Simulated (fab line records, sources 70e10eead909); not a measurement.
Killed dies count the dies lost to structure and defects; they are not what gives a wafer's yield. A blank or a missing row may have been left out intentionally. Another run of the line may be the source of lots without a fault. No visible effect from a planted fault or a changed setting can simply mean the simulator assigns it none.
Comparing a struck lot with a sound one :: flow nand_harc :: 43 steps out of a route of 1159
Sound: wafers L121.3, L121.4, L121.6. Wafers struck: L133.2, L133.4, L133.5. Last of all comes the cause.
Per side, at each step with rows, come the tool, then ch with its chambers, and then its first start. Under that, the readings that differ: sound wafers :: struck wafers :: difference of the means :: sigmas: that difference in standard deviations of wafers without a fault.
alike: words and numbers the same on both sides, and readings whose means are apart by under 2 such deviations; not compared: readings that were withheld, readings missing a value for some wafer, numbers with overlapping values and no deviation given by the record, and bounds like >300 which may hide the same value.
A row with sigmas, a row that says differs or no value, or rows on one side alone: a step with any of these is where the two part. Numbers that don't overlap but have no deviation are shown without sigmas and don't part them. A reading missing from all wafers of one side parts the sides only when that side holds two or more wafers.

NHARC_THIN_TSV_GRIND_00:
  sound on grinder-01 ch 0, day 19 14:21; struck on grinder-01 ch 0, day 22 10:53
  alike: motor_current_A
NHARC_THIN_TSV_CMP_01: polishes.
  sound on cmp-02 ch 0,1,3, day 19 15:11; struck on cmp-04 ch 2,3, day 22 11:56
  alike: motor_current_A
NHARC_THIN_TSV_THK_MEAS_02: measures by ir.
  sound on film_metro-01 at day 19 15:28; struck on film_metro-02 at day 22 12:10
  alike: thk_nm
then, 9 steps without rows for these wafers: NHARC_THIN_TSV_SRD_03; NHARC_THIN_TSV_PRECLEAN_41 (cleans in SC1); NHARC_THIN_TSV_SRD_42; NHARC_THIN_TSV_DEP_43 (deposits SiO2, target thk 1328.5 nm); NHARC_THIN_TSV_DEHYDRATE_04 (time 120 s); NHARC_THIN_TSV_HMDS_05 (time 30 s); NHARC_THIN_TSV_COAT_06; NHARC_THIN_TSV_SOFTBAKE_07 (time 95 s); NHARC_THIN_TSV_EBR_08.
NHARC_THIN_TSV_EXPOSE_09: exposes mask TSV.
  sound on krf_scanner-02 ch 0, day 19 16:22; struck on krf_scanner-02 ch 0, day 22 12:56
reading: exposure_dose_mJ_cm2
sound: 30.67 30.68 30.63
struck: 42.75 42.73 42.71
difference: +12.07
sigmas: +99 or more
  alike: mask, reticle_temp_C
then, 2 steps without rows for these wafers: NHARC_THIN_TSV_PEB_10 (peb time 85 s); NHARC_THIN_TSV_DEVELOP_11 (time 70 s).
NHARC_THIN_TSV_CD_MEAS_12: target cd 1000 nm.
  sound on cd_sem-01 ch 0, day 19 16:31; struck on cd_sem-03 ch 0, day 22 13:05
reading: cd_nm (nm)
sound: 999.0 996.0 999.3
struck: 1008.9 1008.0 1007.8
difference: +10.1
sigmas: +6
then, 3 steps without rows for these wafers: NHARC_THIN_TSV_HARDBAKE_13 (time 80 s); NHARC_THIN_TSV_DESCUM_14 (chemistry O2, time 3 s); NHARC_THIN_TSV_ETCH_44 (etches the open film in CF4/O2, target depth 1594.2 nm, time 797.1 s).
NHARC_THIN_TSV_ETCH_15: target depth 3000 nm, bosch target overetch cycles 2, bosch etch step 2.8 s.
  sound on rie_si-03 ch 1,3, day 19 17:20; struck on rie_si-01 ch 2,3, day 22 13:55
  alike: drypump_motor_current_A
  not compared: rf_hours_counter_h
NHARC_THIN_TSV_CD_MEAS_16:
  sound on cd_sem-01 at day 19 17:29; struck on cd_sem-02 at day 22 14:04
reading: cd_nm (nm)
sound: 999.3 995.4 999.0
struck: 1008.9 1006.8 1008.4
difference: +10.1
sigmas: +6
then, 5 steps without rows for these wafers: NHARC_THIN_TSV_STRIP_45 (strips in O2); NHARC_THIN_TSV_STRIP_46 (strips in post etch residue remover, time 1200 s); NHARC_THIN_TSV_DEP_47 (deposits SiO2, target thk 200 nm); NHARC_THIN_TSV_ETCHBACK_48 (etches the open film in C4F8/Ar, target depth 1028.5 nm, time 405.17 s); NHARC_THIN_TSV_STRIP_62 (strips in N2/H2, time 20 s).
NHARC_THIN_TSV_DEGAS_49: time 120 s.
  sound on pvd_sputter-01 at day 19 19:17; struck on pvd_sputter-02 at day 22 15:54
reading: heater_power_w (W)
sound: 410 394 393
struck: 451 426 536
difference: +72
sigmas: +2
then, 7 steps without rows for these wafers: NHARC_THIN_TSV_PRE_CLEAN_50 (time 30 s); NHARC_THIN_TSV_PVD_19 (deposits TaN, target thk 20 nm); NHARC_THIN_TSV_PVD_51 (deposits Cu, target thk 100 nm); NHARC_THIN_TSV_ECD_20 (material Cu, target thk 2000 nm); NHARC_THIN_TSV_ANNEAL_52 (time 90 s); NHARC_THIN_TSV_CMP_21 (polishes, t overpolish 30 s, target thk 2000 nm); NHARC_THIN_TSV_SRD_23.
NHARC_THIN_TSV_DEGAS_53: time 60 s.
  sound on pvd_sputter-03 at day 19 21:42; struck on pvd_sputter-03 at day 22 18:05
  alike: heater_power_w
then, 6 steps without rows for these wafers: NHARC_THIN_TSV_PRE_CLEAN_54 (time 30 s); NHARC_THIN_TSV_PVD_55 (deposits TiN, target thk 50 nm); NHARC_THIN_TSV_PVD_24 (deposits Al, target thk 800 nm); NHARC_THIN_TSV_DEHYDRATE_25 (time 120 s); NHARC_THIN_TSV_HMDS_26 (time 30 s); NHARC_THIN_TSV_COAT_27.
NHARC_THIN_TSV_CD_MEAS_37:
  sound on cd_sem-02 at day 20 00:17; struck on cd_sem-03 at day 22 20:39
reading: cd_nm (nm)
sound: 4998.5 4994.8 5001.7
struck: 5011.4 5008.5 5009.0
difference: +11.3
sigmas: +4
NHARC_END_SORT_01:
  the record has rows for the struck wafers here (prober-02 ch 0, day 23 03:58) and none for the sound ones

## WHERE THEY PART
At NHARC_THIN_TSV_EXPOSE_09 first; at NHARC_END_SORT_01 last (within this record only).

WHY: what the simulator had put in
Drift in process parameters on krf_scanner-02 at NHARC_THIN_TSV_EXPOSE_09, starting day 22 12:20. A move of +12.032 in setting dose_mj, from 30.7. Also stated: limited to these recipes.
